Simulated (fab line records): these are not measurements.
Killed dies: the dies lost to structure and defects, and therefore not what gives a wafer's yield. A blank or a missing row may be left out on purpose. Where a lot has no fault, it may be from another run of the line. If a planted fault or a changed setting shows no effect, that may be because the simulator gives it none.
A struck lot beside a sound one ; flow n5 finfet ; 32 steps out of a route of 1938
Sound: wafers L500.1, L500.3, L500.4. Struck: wafer L502.4. (L502.3, L502.5 of the same lot were not struck and are left out.) The cause comes at the end.
Each step with rows lists, per side, the tool, then ch with its chambers, then its first start. Under that, the readings that differ: sound wafers ; struck wafers ; difference of the means ; sigmas: that difference in standard deviations of wafers without a fault.
alike: words and numbers the same on both sides, and readings whose means are apart by under 2 such deviations; not compared: readings that were withheld, readings missing a value for some wafer, numbers with overlapping values and no deviation given by the record, and bounds like >300 which may hide the same value.
The two part at a step that has a row with sigmas, a row that says differs or no value, or rows on one side only. Numbers that don't overlap but have no deviation are shown without sigmas and don't part them. Lack of a reading on every wafer of one side parts them only where that side has two or more wafers.

first, 11 steps without rows for these wafers: N5_BEOL_M4_SPUTTER_90 (material Cu, target thk 4.5 nm, time 8.29 s); N5_BEOL_M4_ANNEAL_91 (time 240 s); N5_BEOL_M4_SPUTTER_92 (material Cu, target thk 4.5 nm, time 8.29 s); N5_BEOL_M4_ANNEAL_93 (time 240 s); N5_BEOL_M4_SPUTTER_94 (material Cu, target thk 4.5 nm, time 8.29 s); N5_BEOL_M4_ANNEAL_95 (time 240 s); N5_BEOL_M4_SPUTTER_96 (material Cu, target thk 4.5 nm, time 8.29 s); N5_BEOL_M4_ECD_50 (material Cu, target thk 300 nm); N5_BEOL_M4_ANNEAL_51 (time 90 s); N5_BEOL_M4_CMP_52 (polishes, stops on SiOC, t overpolish 6.8 s, target thk 40 nm); N5_BEOL_M4_PRE_CLEAN_60 (time 15 s).
N5_BEOL_M4_CO_CAP_55: material Co, precursor CCTBA/H2, target thk 2 nm, time 102.1 s.
  sound on cvd co-02 ch 0,1,2, day 11 16:58; struck on cvd co-01 ch 1, day 12 02:19
reading;sound;struck;difference;sigmas
heater power w (W);257 204 214;257;+32;+2
then, 2 steps without rows for these wafers: N5_BEOL_M4_PRE_CLEAN_56 (time 15 s); N5_BEOL_M4_DEP_57 (deposits SiCN from 3MS/NH3, target thk 8 nm, time 14 s).
N5_BEOL_M4_INSPECT_59: inspects for defects (darkfield).
  sound on defect inspect-01, day 11 17:11; struck on defect inspect-02, day 12 02:32
reading;sound;struck;difference;sigmas
raw defect count;70 66 66;427;+360;+18
N5_BEOL_M4_RC_MEAS_101:
  sound on prober-01 ch 0, day 11 17:13; struck on prober-01 ch 0, day 12 02:52
reading;sound;struck;difference;sigmas
DIBL_N (mV/V);36.1 34.1 34.7;39.2;+4.2;+2
SS_N (mV/dec);71.4 71.0 70.6;72.9;+1.9;+3
SS_P (mV/dec);73.5 72.1 72.8;74.2;+1.4;+2
  alike: DIBL_P, IOFF_N, IOFF_P, ION_N, ION_P, VT_N, VT_P
then, 13 steps without rows for these wafers: N5_BEOL_M5_ILD_DEP_00 (deposits SiCOH lowk from DEMS/porogen, target thk 140.64 nm, time 25.9 s); N5_BEOL_M5_CURE_79 (cures SiCOH lowk, time 240 s); N5_BEOL_M5_PECVD_70 (deposits SiO2 from TEOS/O2, target thk 16 nm, time 18 s); N5_BEOL_M5_HM_DEP_02 (deposits TiN, target thk 20 nm); N5_BEOL_M5_COAT_59 (time 60 s, resist thk 60 nm); N5_BEOL_M5_COAT_60 (time 60 s, resist thk 12 nm); N5_BEOL_M5_COAT_71 (time 60 s, resist thk 5 nm); N5_BEOL_M5_COAT_05 (resist thk 30 nm); N5_BEOL_M5_EBR_07; N5_BEOL_M5_SOFTBAKE_06 (time 60 s); N5_BEOL_M5_EXPOSE_08 (exposes mask M5, target cd 28 nm); N5_BEOL_M5_PEB_09 (peb time 60 s); N5_BEOL_M5_DEVELOP_10 (develop time 30 s).
N5_BEOL_M5_INSPECT_13: inspects for defects (brightfield).
  sound on defect inspect-02, day 11 19:45; struck on defect inspect-02, day 12 06:10
reading;sound;struck;difference;sigmas
raw defect count;458 508 519;763;+268;+4
then, 1 step without rows for these wafers: N5_BEOL_M5_DESCUM_16 (chemistry O2, time 7 s).
-- the record jumps here: 5 days lie between the struck wafers' starts before and after (it left off in module BEOL_M5 and takes up again in module PASSIVATION, whose first step shown is number 1936 of the route) --
N5_PASSIVATION_PROBE_49:
  sound on prober-02, day 16 20:36; struck on prober-02, day 16 22:44
reading;sound;struck;difference;sigmas
defect limited yield (%);92.8 94.0 90.6;81.1;-11.4;-9
killed_at_M4_up;15 10 24;132;+116;+22
killed dies;85 71 111;223;+134;+9
killed open;50 48 66;84;+29;+2
sort_bin_5_function (%);4.1 3.6 6.0;11.9;+7.3;+8
sort_bin_6_memory (%);2.5 2.5 3.3;5.2;+2.4;+4
sort n pass;1095 1109 1069;957;-134;-9
sort yield pct (%);92.8 94.0 90.6;81.1;-11.4;-9
  alike: killed_at_M0_to_M3, killed at contacts, killed at front end, killed at other, killed on rim, killed short

WHERE THEY PART
First at N5_BEOL_M4_CO_CAP_55; last, within this record, at N5_PASSIVATION_PROBE_49.

WHY: the cause the simulator had injected
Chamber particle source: cvd co-01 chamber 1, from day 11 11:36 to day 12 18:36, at N5_BEOL_M4_CO_CAP_55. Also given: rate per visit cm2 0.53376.
